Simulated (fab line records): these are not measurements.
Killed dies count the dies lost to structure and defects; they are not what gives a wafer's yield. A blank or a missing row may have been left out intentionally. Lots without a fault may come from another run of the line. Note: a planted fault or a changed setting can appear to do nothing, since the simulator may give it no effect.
fab line records	flow nandHarc
record lots=24	wafers=72	lastDay=33
route steps=1302 shown P_BONDPAD@368 A_ZERO_WELL@401 A_ONON_D1@425 A_CHANNEL_HOLE_D1@463
lots that met no fault: taken from a fault-free run of the same line
startH: hours from the record's first day to the start of the lot's first wafer shown	waitH: time in hours since the lot's previous step	" repeats the value in the row above	L1.1+2: one row covering several wafers at once	- no value, or no start was given	* or withheld: withheld	< > ~ a bound
route shown NAME@n: names a module that has steps shown in the file, with the first one's number in the route	usual: mean and standard deviation over wafers with no fault	same: alike in all rows	chamber/n: place in a boat	sites: the reading at each site	_std_site: how widely they spread, as a standard deviation	_edge_site: inner sites' mean taken away from outer sites' mean	radiusMm: how far each site lies from the wafer's centre	mask NAME#n: copy n	behind: the most recent tool/chamber to have shaped the wafer	hold: why the lot went on hold/how many hours it stayed there/how the hold came to an end	device: whichever transistor did not switch (one of n, p or np)	end of line: the route-end tests of the same wafers	where a step has no rows: the recipe by itself	killed: count of dies lost to structure and defects at first sort (not the wafer's yield)	map: per-die view of a wafer (x killed, . not killed, _ where there is no die)
set.NAME: the setting as run; set.NAME@STEP: as run at that earlier step	model.NAME: the simulator's own value behind a step, which no gauge read
a sample of lots followed through the steps of the route, with each step as a table and each wafer as a row
services: the hour from which a tool's chamber was out of use, counted from the record's first day as startH (under 0 if before that day), plus the number of hours and why
## steps
# step NHARC_P_BONDPAD_ETCH_37
# recipe targetDepthA=600	overetchA=180	timeS=65.91	ionEnergyEv=200	n2FlowSccm=150	h2FlowSccm=150	arFlowSccm=0	rfW=400	biasW=150	chemistry=N2/H2
# usual drypumpMotorCurrentA=5.7/0.46	oesProductAu=0.999/0.008	rfVppV=430.1/2.4	showerheadPlenumPTorr=2.02/0.084	throttleValvePct=14.170/0.0096
lot.wafer	tool	chamber	startH	waitH	drypumpMotorCurrentA	oesProductAu	rfHoursCounterH	rfVppV	showerheadPlenumPTorr	throttleValvePct
L074.4	rieDiel-01	1	132.08	0.1	6.6	1.013	3.8	430.7	2.02	14.183
L074.3	"	2	"	"	5.5	1.000	4.3	433.4	2.14	14.156
L074.6	"	2	"	"	5.6	1.016	-	433.5	2.14	14.157
L075.3	rieDiel-05	3	149.36	0.1	6.0	1.003	2.6	427.4	1.91	14.182
L075.4	"	3	"	"	6.0	0.997	-	426.3	1.91	14.159
L075.5	"	0	"	"	5.8	1.003	-	431.7	2.10	14.183
L076.6	rieDiel-06	3	153.53	0.1	5.8	0.992	-	429.6	1.99	14.168
L076.4	"	0	"	"	6.2	0.995	-	434.8	2.16	14.172
L076.5	"	1	"	"	5.4	0.979	-	431.9	2.09	14.178
L077.2	rieDiel-01	2	169.70	0.1	5.6	0.999	6.6	433.3	2.14	14.170
L077.1	"	0	"	"	5.3	1.006	5.9	429.9	1.93	14.173
L077.4	"	1	"	"	6.6	0.999	-	429.3	2.02	14.169
L078.2	rieDiel-06	1	176.99	0.1	5.4	0.997	1.6	432.3	2.09	14.188
L078.4	"	2	"	"	6.1	0.991	0.5	430.8	2.02	14.172
L078.6	"	2	"	"	6.1	0.988	-	429.9	2.02	14.172
L079.1	rieDiel-01	1	181.65	0.1	6.5	0.997	6.1	430.8	2.02	14.179
L079.3	"	2	"	"	5.6	0.998	7.0	433.5	2.14	14.179
L079.5	"	1	"	"	6.5	1.001	-	429.1	2.02	14.169
L080.1	rieDiel-05	2	193.08	0.1	4.9	0.992	3.5	428.6	1.92	14.179
L080.4	"	1	"	"	6.2	1.007	3.5	428.6	2.00	14.178
L080.5	"	3	"	"	6.0	0.997	-	427.0	1.91	14.170
L081.1	rieDiel-01	2	203.41	0.1	5.6	0.994	8.1	434.3	2.14	14.184
L081.2	"	3	"	"	5.3	1.003	7.6	427.2	1.93	14.171
L081.4	"	0	"	"	5.3	0.997	7.3	427.4	1.93	14.159
L082.4	rieDiel-06	3	216.70	0.1	5.7	1.000	5.4	429.3	1.99	14.170
L082.1	"	0	"	"	6.2	0.997	5.9	433.8	2.16	14.167
L082.6	"	2	"	"	6.1	0.990	-	430.0	2.02	14.180
L083.4	rieDiel-01	0	229.77	0.1	5.3	1.002	0.8	426.3	1.93	14.175
L083.1	"	2	"	"	5.6	1.011	1.2	433.3	2.14	14.167
L083.6	"	1	"	"	6.6	1.021	-	428.4	2.02	14.151
L084.1	rieDiel-06	1	232.04	0.1	5.4	0.990	6.9	432.4	2.09	14.158
L084.6	"	1	"	"	5.4	0.995	-	431.3	2.09	14.172
L084.5	"	2	"	"	6.1	0.995	-	429.3	2.02	14.168
L085.3	rieDiel-05	3	244.14	0.1	6.0	0.994	0.0	427.2	1.91	14.183
L085.1	"	0	"	"	5.8	0.994	0.0	432.6	2.10	14.176
L085.5	"	2	"	"	4.9	1.000	-	426.8	1.91	14.186
L086.3	rieDiel-06	0	250.61	0.1	6.1	0.994	7.3	433.4	2.16	14.180
L086.4	"	3	"	"	5.7	1.002	7.2	428.7	1.99	14.173
L086.6	"	0	"	"	6.1	1.001	-	433.7	2.16	14.168
L087.2	rieDiel-05	2	261.93	0.1	4.9	0.991	0.8	427.3	1.91	14.164
L087.4	"	3	"	"	6.0	1.002	0.7	426.0	1.91	14.170
L087.6	"	3	"	"	6.0	0.998	-	427.8	1.91	14.171
L089.2	rieDiel-05	3	281.73	0.1	6.0	0.999	1.5	426.1	1.91	14.170
L089.3	"	1	"	"	6.2	1.015	1.5	429.1	2.00	14.165
L089.5	"	0	"	"	5.8	1.003	-	431.3	2.10	14.172
L088.2	rieDiel-01	0	281.91	0.1	5.3	1.005	3.3	428.5	1.93	14.187
L088.5	"	2	"	"	5.5	0.992	-	433.2	2.14	14.167
L088.6	"	3	"	"	5.3	1.001	-	428.2	1.93	14.175
L090.2	rieDiel-01	3	293.69	0.1	5.3	1.000	3.8	427.1	1.93	14.160
L090.1	"	1	"	"	6.5	1.007	4.6	430.0	2.02	14.175
L090.6	"	3	"	"	5.3	1.007	-	425.9	1.93	14.182
L091.3	rieDiel-06	1	305.06	0.1	5.4	0.990	10.5	431.1	2.09	14.172
L091.2	"	2	"	"	6.1	0.993	9.3	430.3	2.01	14.187
L091.5	"	0	"	"	6.2	1.005	-	434.8	2.16	14.161
L092.4	rieDiel-01	2	319.62	0.1	5.6	0.995	5.7	432.4	2.14	14.159
L092.6	"	3	"	"	5.3	1.008	-	427.7	1.93	14.147
L092.5	"	0	"	"	5.3	0.996	-	428.3	1.93	14.179
L093.4	rieDiel-06	2	328.60	0.1	6.2	0.995	0.0	430.1	2.01	14.185
L093.6	"	1	"	"	5.4	1.006	-	431.8	2.09	14.173
L093.5	"	2	"	"	6.1	1.003	-	429.7	2.01	14.172
L094.3	rieDiel-05	1	329.95	0.1	6.2	0.996	3.4	428.1	2.00	14.172
L094.1	"	2	"	"	4.8	0.996	3.5	426.1	1.91	14.167
L094.4	"	3	"	"	6.0	0.990	3.0	427.3	1.91	14.155
L095.1	rieDiel-06	2	347.95	0.1	6.1	0.984	1.3	430.3	2.01	14.166
L095.2	"	0	"	"	6.1	0.987	1.9	434.0	2.16	14.181
L095.6	"	2	"	"	6.1	0.996	-	429.8	2.01	14.168
L096.2	rieDiel-06	2	353.09	0.1	6.1	0.996	1.4	430.8	2.01	14.181
L096.6	"	0	"	"	6.1	0.992	-	433.9	2.16	14.180
L096.5	"	1	"	"	5.4	0.989	-	432.4	2.09	14.169
L097.1	rieDiel-01	3	362.72	0.1	5.3	1.002	7.1	428.7	1.93	14.160
L097.2	"	0	"	"	5.3	1.008	8.3	428.7	1.93	14.190
L097.5	"	3	"	"	5.3	1.003	-	428.1	1.93	14.160
# step NHARC_P_BONDPAD_STRIP_15
# recipe o2FlowSccm=500	arFlowSccm=0	biasW=0	chemistry=O2
# usual drypumpMotorCurrentA=5.7/0.48	oesProductAu=0.999/0.0069	rfVppV=57.7/0.93	showerheadPlenumPTorr=3.49/0.13	throttleValvePct=17.036/0.0089
lot.wafer	tool	chamber	startH	waitH	drypumpMotorCurrentA	oesProductAu	rfHoursCounterH	rfVppV	showerheadPlenumPTorr	throttleValvePct
L074.3	rieDiel-05	3	132.41	0.1	6.0	1.000	2.2	58.4	3.33	17.052
L074.4	"	2	"	"	4.9	1.007	-	57.8	3.33	17.024
L074.6	"	3	"	"	6.0	0.999	-	56.8	3.33	17.031
L075.4	rieDiel-06	2	149.68	0.1	6.1	0.993	0.3	57.5	3.49	17.039
L075.3	"	3	"	"	5.8	1.005	0.4	58.4	3.45	17.039
L075.5	"	2	"	"	6.1	0.998	-	57.7	3.49	17.041
L076.4	rieDiel-01	2	153.86	0.1	5.6	1.000	5.7	58.2	3.69	17.038
L076.6	"	0	"	"	5.3	0.999	-	55.9	3.36	17.045
L076.5	"	1	"	"	6.6	1.003	-	58.8	3.50	17.029
L077.4	rieDiel-06	1	170.04	0.1	5.4	0.990	1.4	58.6	3.61	17.045
L077.2	"	3	"	"	5.8	0.995	1.6	57.7	3.45	17.053
L077.1	"	0	"	"	6.1	0.998	1.5	57.4	3.72	17.037
L078.2	rieDiel-01	3	177.31	0.1	5.3	1.001	6.4	57.0	3.36	17.028
L078.4	"	0	"	"	5.3	1.002	6.4	56.9	3.36	17.043
L078.6	"	2	"	"	5.6	1.000	-	57.9	3.69	17.030
L079.3	rieDiel-05	2	181.98	0.1	4.9	0.975	3.0	57.0	3.33	17.043
L079.1	"	3	"	"	6.0	0.978	3.1	58.3	3.33	17.044
L079.5	"	1	"	"	6.2	0.996	-	55.5	3.46	17.033
L080.4	rieDiel-01	1	193.40	0.1	6.6	1.001	6.7	57.5	3.50	17.034
L080.1	"	2	"	"	5.6	0.987	7.7	56.6	3.69	17.031
L080.5	"	1	"	"	6.6	0.998	-	57.1	3.50	17.041
L081.2	rieDiel-05	0	203.71	0.1	5.8	0.995	3.3	58.5	3.62	17.036
L081.1	"	2	"	"	4.9	0.989	3.8	57.2	3.33	17.040
L081.4	"	0	"	"	5.8	0.996	-	57.5	3.62	17.017
L082.1	rieDiel-01	0	217.01	0.1	5.3	1.007	0.4	58.0	3.36	17.038
L082.4	"	1	"	"	6.6	0.996	0.5	58.1	3.50	17.045
L082.6	"	3	"	"	5.3	0.997	-	57.9	3.36	17.030
L083.1	rieDiel-01	1	230.08	0.1	6.6	1.010	0.9	57.2	3.50	17.020
L083.4	"	0	"	"	5.3	1.003	0.8	57.9	3.36	17.039
L083.6	"	1	"	"	6.6	0.995	-	58.2	3.50	17.035
L084.1	rieDiel-01	1	232.39	0.1	6.5	1.007	0.9	56.8	3.50	17.035
L084.5	"	2	"	"	5.6	1.005	-	58.3	3.69	17.025
L084.6	"	3	"	"	5.3	1.010	-	57.2	3.36	17.034
L085.3	rieDiel-01	2	244.45	0.1	5.6	0.999	2.1	58.6	3.69	17.041
L085.1	"	3	"	"	5.3	1.008	1.9	56.1	3.36	17.040
L085.5	"	1	"	"	6.6	1.002	-	56.9	3.50	17.046
L086.4	rieDiel-01	3	250.93	0.1	5.3	0.996	2.6	56.3	3.36	17.038
L086.3	"	1	"	"	6.6	1.006	2.3	56.8	3.50	17.044
L086.6	"	3	"	"	5.3	1.009	-	56.6	3.36	17.032
L087.4	rieDiel-01	0	262.25	0.1	5.3	1.007	2.9	58.4	3.36	17.025
L087.2	"	2	"	"	5.5	0.999	3.6	58.7	3.69	17.032
L087.6	"	3	"	"	5.3	1.007	-	57.4	3.36	17.036
L089.2	rieDiel-06	3	282.04	0.1	5.8	0.994	9.1	57.4	3.45	17.039
L089.3	"	2	"	"	6.1	0.998	8.3	57.6	3.49	17.054
L089.5	"	3	"	"	5.7	1.002	-	58.0	3.45	17.048
L088.2	rieDiel-05	2	282.21	0.1	4.9	1.002	1.8	57.9	3.33	17.054
L088.6	"	1	"	"	6.2	1.014	-	56.1	3.46	17.030
L088.5	"	2	"	"	4.9	0.999	-	55.8	3.33	17.037
L090.1	rieDiel-06	1	294.00	0.1	5.4	0.986	10.2	57.8	3.61	17.038
L090.2	"	0	"	"	6.2	1.000	9.8	59.1	3.71	17.037
L090.6	"	2	"	"	6.1	1.002	-	56.9	3.49	17.049
L091.3	rieDiel-05	1	305.36	0.1	6.2	0.998	2.7	57.5	3.46	17.025
L091.2	"	2	"	"	4.9	0.998	2.9	58.7	3.33	17.036
L091.5	"	1	"	"	6.2	1.000	-	57.2	3.46	17.022
L092.4	rieDiel-01	1	319.95	0.1	6.6	1.002	5.7	56.6	3.50	17.041
L092.6	"	2	"	"	5.5	0.999	-	58.5	3.69	17.033
L092.5	"	3	"	"	5.3	0.999	-	56.9	3.36	17.047
L093.4	rieDiel-01	0	328.96	0.1	5.3	0.996	6.4	56.8	3.36	17.023
L093.6	"	1	"	"	6.6	0.995	-	58.4	3.50	17.033
L093.5	"	2	"	"	5.6	1.011	-	59.7	3.69	17.034
L094.4	rieDiel-06	2	330.26	0.1	6.1	1.000	0.1	57.3	3.49	17.031
L094.3	"	3	"	"	5.8	0.995	0.1	55.9	3.45	17.031
L094.1	"	0	"	"	6.1	0.992	0.1	57.7	3.71	17.037
L095.1	rieDiel-05	0	348.24	0.1	5.7	1.000	3.6	57.6	3.62	17.021
L095.2	"	2	"	"	4.9	1.003	4.3	58.8	3.33	17.032
L095.6	"	0	"	"	5.8	1.014	-	58.3	3.62	17.021
L096.2	rieDiel-06	2	353.38	0.1	6.1	1.004	1.4	59.0	3.49	17.027
L096.6	"	2	"	"	6.1	0.993	-	59.3	3.49	17.036
L096.5	"	3	"	"	5.7	1.006	-	58.4	3.44	17.033
L097.1	rieDiel-06	0	363.03	0.1	6.2	1.010	2.3	56.0	3.71	17.053
L097.2	"	3	"	"	5.8	0.991	2.3	58.2	3.44	17.020
L097.5	"	0	"	"	6.2	1.012	-	58.1	3.71	17.037
# step NHARC_A_ZERO_WELL_CD_MEAS_10
# recipe targetCdNm=2000	landingEnergyEv=500
# usual cdNm=2000.4/1.5
lot.wafer	tool	chamber	startH	waitH	cdNm
L074.3	cdSem-02	0	135.91	-	1997.9
L074.4	"	0	"	"	1997.7
L074.6	"	0	"	"	1998.5
L075.3	cdSem-02	0	153.17	-	2002.1
L075.4	"	0	"	"	2003.3
L075.5	"	0	"	"	2002.9
L076.4	cdSem-01	0	157.30	-	2000.0
L076.5	"	0	"	"	1999.1
L076.6	"	0	"	"	2001.2
L077.1	cdSem-01	0	173.49	-	2001.9
L077.2	"	0	"	"	2000.6
L077.4	"	0	"	"	2002.3
L078.2	cdSem-02	0	181.25	-	2000.8
L078.4	"	0	"	"	2003.7
L078.6	"	0	"	"	2000.2
L079.1	cdSem-03	0	185.73	-	1999.7
L079.3	"	0	"	"	2001.1
L079.5	"	0	"	"	2000.0
L080.1	cdSem-01	0	196.90	-	1998.1
L080.4	"	0	"	"	1998.5
L080.5	"	0	"	"	2000.1
L081.1	cdSem-01	0	207.22	-	2003.3
L081.2	"	0	"	"	2003.7
L081.4	"	0	"	"	2000.4
L082.1	cdSem-03	0	220.48	-	2000.0
L082.4	"	0	"	"	1999.8
L082.6	"	0	"	"	2001.8
L083.1	cdSem-02	0	233.55	-	2001.3
L083.4	"	0	"	"	2000.2
L083.6	"	0	"	"	2001.1
L084.1	cdSem-03	0	235.83	-	1999.5
L084.5	"	0	"	"	2001.6
L084.6	"	0	"	"	1998.1
L085.1	cdSem-02	0	247.99	-	2003.2
L085.3	"	0	"	"	2001.9
L085.5	"	0	"	"	2001.4
L086.3	cdSem-03	0	254.38	-	1997.9
L086.4	"	0	"	"	1999.6
L086.6	"	0	"	"	1999.1
L087.2	cdSem-02	0	265.72	-	2001.6
L087.4	"	0	"	"	2003.0
L087.6	"	0	"	"	2001.1
L089.2	cdSem-01	0	285.54	-	1998.4
L089.3	"	0	"	"	1998.2
L089.5	"	0	"	"	1999.5
L088.2	cdSem-02	0	285.77	-	1997.3
L088.5	"	0	"	"	2000.2
L088.6	"	0	"	"	1999.4
L090.1	cdSem-01	0	297.55	-	2001.5
L090.2	"	0	"	"	2000.6
L090.6	"	0	"	"	1999.9
L091.2	cdSem-01	0	308.95	-	1999.5
L091.3	"	0	"	"	2001.4
L091.5	"	0	"	"	2000.7
L092.4	cdSem-02	0	323.49	-	1999.5
L092.5	"	0	"	"	2001.2
L092.6	"	0	"	"	2000.4
L093.4	cdSem-01	0	332.28	-	1998.5
L093.5	"	0	"	"	1998.8
L093.6	"	0	"	"	1999.6
L094.1	cdSem-01	0	333.74	-	2002.9
L094.3	"	0	"	"	2001.0
L094.4	"	0	"	"	2002.1
L095.1	cdSem-03	0	351.59	-	1999.2
L095.2	"	0	"	"	1998.7
L095.6	"	0	"	"	1997.3
L096.2	cdSem-02	0	356.87	-	1998.7
L096.5	"	0	"	"	2000.9
L096.6	"	0	"	"	1998.0
L097.1	cdSem-02	0	366.58	-	2000.8
L097.2	"	0	"	"	2000.8
L097.5	"	0	"	"	2001.6
# step NHARC_A_ONON_D1_THK_MEAS_02
# recipe thkMeasGauge=ellipsometry
# usual thkNm=1000/6.3
lot.wafer	tool	chamber	startH	waitH	thkNm
L074.3	filmMetro-02	-	158.40	-	998
L074.4	"	-	"	"	998
L074.6	"	-	"	"	997
L075.3	filmMetro-01	-	175.76	-	1006
L075.4	"	-	"	"	1006
L075.5	"	-	"	"	1006
L076.4	filmMetro-01	-	180.02	-	1007
L076.5	"	-	"	"	1007
L076.6	"	-	"	"	1006
L077.1	filmMetro-01	-	196.41	-	1004
L077.2	"	-	"	"	1005
L077.4	"	-	"	"	1005
L078.2	filmMetro-01	-	204.88	-	995
L078.4	"	-	"	"	992
L078.6	"	-	"	"	994
L079.1	filmMetro-01	-	208.61	-	1002
L079.3	"	-	"	"	1004
L079.5	"	-	"	"	1002
L080.1	filmMetro-01	-	218.42	-	1011
L080.4	"	-	"	"	1011
L080.5	"	-	"	"	1010
L081.1	filmMetro-02	-	233.63	-	996
L081.2	"	-	"	"	998
L081.4	"	-	"	"	996
L082.1	filmMetro-02	-	246.63	-	991
L082.4	"	-	"	"	990
L082.6	"	-	"	"	992
L084.1	filmMetro-02	-	259.74	-	1012
L084.5	"	-	"	"	1011
L084.6	"	-	"	"	1012
L083.1	filmMetro-01	-	259.79	-	1004
L083.4	"	-	"	"	1005
L083.6	"	-	"	"	1003
L085.1	filmMetro-01	-	272.18	-	1005
L085.3	"	-	"	"	1005
L085.5	"	-	"	"	1005
L086.3	filmMetro-01	-	276.71	-	995
L086.4	"	-	"	"	996
L086.6	"	-	"	"	995
L087.2	filmMetro-02	-	290.17	-	1004
L087.4	"	-	"	"	1004
L087.6	"	-	"	"	1005
L088.2	filmMetro-02	-	308.46	-	993
L088.5	"	-	"	"	996
L088.6	"	-	"	"	995
L089.2	filmMetro-01	-	308.47	-	990
L089.3	"	-	"	"	988
L089.5	"	-	"	"	990
L090.1	filmMetro-02	-	322.18	-	1001
L090.2	"	-	"	"	1002
L090.6	"	-	"	"	1002
L091.2	filmMetro-01	-	330.38	-	997
L091.3	"	-	"	"	994
L091.5	"	-	"	"	995
L092.4	filmMetro-02	-	347.08	-	999
L092.5	"	-	"	"	998
L092.6	"	-	"	"	998
L093.4	filmMetro-01	-	353.93	-	1000
L093.5	"	-	"	"	998
L093.6	"	-	"	"	999
L094.1	filmMetro-02	-	353.93	-	1003
L094.3	"	-	"	"	1002
L094.4	"	-	"	"	1003
L095.1	filmMetro-01	-	373.52	-	1006
L095.2	"	-	"	"	1005
L095.6	"	-	"	"	1006
L096.2	filmMetro-01	-	380.18	-	993
L096.5	"	-	"	"	994
L096.6	"	-	"	"	995
L097.1	filmMetro-01	-	391.01	-	989
L097.2	"	-	"	"	989
L097.5	"	-	"	"	989
# step NHARC_A_ONON_D1_THK_MEAS_34
# recipe thkMeasGauge=ellipsometry
# usual thkNm=199.6/2.5
lot.wafer	tool	chamber	startH	waitH	thkNm
L074.3	filmMetro-02	-	170.37	-	199.9
L074.4	"	-	"	"	202.8
L074.6	"	-	"	"	203.7
L075.3	filmMetro-02	-	188.61	-	196.5
L075.4	"	-	"	"	199.9
L075.5	"	-	"	"	199.2
L076.4	filmMetro-01	-	192.96	-	200.0
L076.5	"	-	"	"	201.5
L076.6	"	-	"	"	204.4
L077.1	filmMetro-02	-	209.26	-	205.0
L077.2	"	-	"	"	199.4
L077.4	"	-	"	"	202.5
L078.2	filmMetro-01	-	217.64	-	200.3
L078.4	"	-	"	"	200.5
L078.6	"	-	"	"	202.7
L079.1	filmMetro-02	-	221.39	-	203.6
L079.3	"	-	"	"	203.1
L079.5	"	-	"	"	203.4
L080.1	filmMetro-01	-	231.44	-	201.5
L080.4	"	-	"	"	199.7
L080.5	"	-	"	"	202.1
L081.1	filmMetro-01	-	246.45	-	198.4
L081.2	"	-	"	"	197.0
L081.4	"	-	"	"	201.4
L082.1	filmMetro-02	-	259.27	-	197.6
L082.4	"	-	"	"	201.2
L082.6	"	-	"	"	202.4
L084.1	filmMetro-01	-	272.96	-	196.7
L084.5	"	-	"	"	196.3
L084.6	"	-	"	"	198.1
L083.1	filmMetro-02	-	273.10	-	198.6
L083.4	"	-	"	"	199.8
L083.6	"	-	"	"	201.4
L085.1	filmMetro-02	-	284.78	-	195.9
L085.3	"	-	"	"	196.7
L085.5	"	-	"	"	198.5
L086.3	filmMetro-01	-	291.97	-	197.8
L086.4	"	-	"	"	199.3
L086.6	"	-	"	"	200.8
L087.2	filmMetro-01	-	305.02	-	193.7
L087.4	"	-	"	"	200.1
L087.6	"	-	"	"	198.1
L089.2	filmMetro-01	-	321.27	-	198.1
L089.3	"	-	"	"	200.6
L089.5	"	-	"	"	202.5
L088.2	filmMetro-02	-	321.27	-	198.1
L088.5	"	-	"	"	201.8
L088.6	"	-	"	"	199.9
L090.1	filmMetro-01	-	337.70	-	197.0
L090.2	"	-	"	"	196.4
L090.6	"	-	"	"	200.7
L091.2	filmMetro-02	-	343.36	-	197.5
L091.3	"	-	"	"	198.9
L091.5	"	-	"	"	201.8
L092.4	filmMetro-01	-	359.86	-	203.5
L092.5	"	-	"	"	203.5
L092.6	"	-	"	"	204.7
L093.4	filmMetro-01	-	366.61	-	201.3
L093.5	"	-	"	"	199.7
L093.6	"	-	"	"	202.9
L094.1	filmMetro-02	-	366.69	-	196.6
L094.3	"	-	"	"	195.3
L094.4	"	-	"	"	198.5
L095.1	filmMetro-01	-	390.62	-	198.3
L095.2	"	-	"	"	199.0
L095.6	"	-	"	"	201.6
L096.2	filmMetro-02	-	390.64	-	196.1
L096.5	"	-	"	"	199.3
L096.6	"	-	"	"	202.0
L097.1	filmMetro-02	-	403.60	-	195.3
L097.2	"	-	"	"	196.6
L097.5	"	-	"	"	199.8
# step NHARC_A_CHANNEL_HOLE_D1_OVL_MEAS_11
# usual overlayXNm=0.1/0.96	overlayYNm=-0.2/0.76
lot.wafer	tool	chamber	startH	waitH	overlayXNm	overlayYNm
L074.3	overlay-02	-	174.03	-	-0.2	-0.3
L074.4	"	-	"	"	0.2	-0.4
L074.6	"	-	"	"	-0.3	-1.0
L075.3	overlay-02	-	191.47	-	0.2	0.9
L075.4	"	-	"	"	0.2	0.7
L075.5	"	-	"	"	0.3	1.1
L076.4	overlay-02	-	198.01	-	0.8	0.8
L076.5	"	-	"	"	1.3	-0.2
L076.6	"	-	"	"	1.2	0.1
L077.1	overlay-01	-	212.13	-	1.3	0.0
L077.2	"	-	"	"	1.3	-0.2
L077.4	"	-	"	"	0.7	-0.2
L078.2	overlay-02	-	220.43	-	-0.5	-0.4
L078.4	"	-	"	"	-0.7	-0.1
L078.6	"	-	"	"	0.0	-0.4
L079.1	overlay-01	-	226.13	-	1.0	-2.0
L079.3	"	-	"	"	0.9	-1.2
L079.5	"	-	"	"	1.0	-1.9
L080.1	overlay-01	-	234.78	-	0.5	-0.9
L080.4	"	-	"	"	0.2	-0.9
L080.5	"	-	"	"	0.8	-1.4
L081.1	overlay-01	-	251.01	-	-1.6	-1.2
L081.2	"	-	"	"	-1.2	-1.2
L081.4	"	-	"	"	-1.6	-1.4
L082.1	overlay-01	-	265.93	-	0.1	0.2
L082.4	"	-	"	"	0.6	0.3
L082.6	"	-	"	"	-0.1	0.0
L084.1	overlay-01	-	276.07	-	1.0	-0.8
L084.5	"	-	"	"	0.8	-1.1
L084.6	"	-	"	"	0.9	-1.3
L083.1	overlay-02	-	276.21	-	1.2	-0.5
L083.4	"	-	"	"	1.7	-0.5
L083.6	"	-	"	"	1.0	-0.3
L085.1	overlay-01	-	288.73	-	1.6	0.7
L085.3	"	-	"	"	1.9	0.2
L085.5	"	-	"	"	2.2	-0.2
L086.3	overlay-01	-	295.30	-	0.4	-0.9
L086.4	"	-	"	"	-0.6	0.0
L086.6	"	-	"	"	0.3	0.0
L087.2	overlay-01	-	310.05	-	-0.2	-1.5
L087.4	"	-	"	"	-0.6	-1.2
L087.6	"	-	"	"	-0.5	-1.3
L089.2	overlay-01	-	323.98	-	-0.1	0.2
L089.3	"	-	"	"	0.1	-0.1
L089.5	"	-	"	"	0.1	0.1
L088.2	overlay-02	-	324.13	-	-0.6	1.2
L088.5	"	-	"	"	0.0	1.4
L088.6	"	-	"	"	-0.2	1.3
L090.1	overlay-02	-	342.63	-	-0.6	0.1
L090.2	"	-	"	"	0.1	0.1
L090.6	"	-	"	"	-0.8	-0.3
L091.2	overlay-02	-	350.28	-	-0.7	1.3
L091.3	"	-	"	"	-0.4	0.7
L091.5	"	-	"	"	-0.9	1.2
L092.4	overlay-02	-	362.61	-	-1.3	-0.2
L092.5	"	-	"	"	-1.3	-0.1
L092.6	"	-	"	"	-0.6	0.3
L093.4	overlay-01	-	370.41	-	-2.0	-0.2
L093.5	"	-	"	"	-1.9	0.2
L093.6	"	-	"	"	-2.1	0.2
L094.1	overlay-02	-	371.20	-	0.2	-0.1
L094.3	"	-	"	"	-0.3	-0.7
L094.4	"	-	"	"	-0.1	-0.5
L095.1	overlay-01	-	393.45	-	-1.1	0.0
L095.2	"	-	"	"	-0.6	0.2
L095.6	"	-	"	"	-0.7	0.4
L096.2	overlay-01	-	393.60	-	0.7	0.7
L096.5	"	-	"	"	1.2	0.8
L096.6	"	-	"	"	1.7	0.5
L097.1	overlay-01	-	407.18	-	0.6	-1.0
L097.2	"	-	"	"	1.1	-0.9
L097.5	"	-	"	"	0.9	-0.3
## services
tool	chamber	startH	hours	kind
rieDiel-01	0	109.34	-	clean
rieDiel-01	1	109.34	-	clean
rieDiel-01	2	109.34	-	clean
rieDiel-01	3	109.34	-	clean
rieDiel-01	0	109.83	5.6	repair
rieDiel-05	0	119.39	14.6	repair
rieDiel-06	2	124.25	1.3	repair
rieDiel-06	-	130.20	9.0	pm
rieDiel-01	0	133.84	-	clean
rieDiel-01	1	133.84	-	clean
rieDiel-01	0	140.90	2.1	repair
rieDiel-05	2	146.39	7.0	repair
rieDiel-06	2	153.30	14.5	repair
rieDiel-01	1	154.84	5.8	repair
rieDiel-01	3	164.61	8.9	repair
rieDiel-05	3	195.47	11.0	repair
rieDiel-01	-	203.80	9.0	pm
rieDiel-05	2	218.37	5.3	repair
rieDiel-05	-	229.60	9.0	pm
rieDiel-01	3	282.49	8.5	repair
rieDiel-06	-	307.20	9.0	pm
rieDiel-05	-	331.08	0.5	repair
rieDiel-01	2	334.59	3.0	repair
rieDiel-06	2	353.96	16.4	repair
## key
fault none
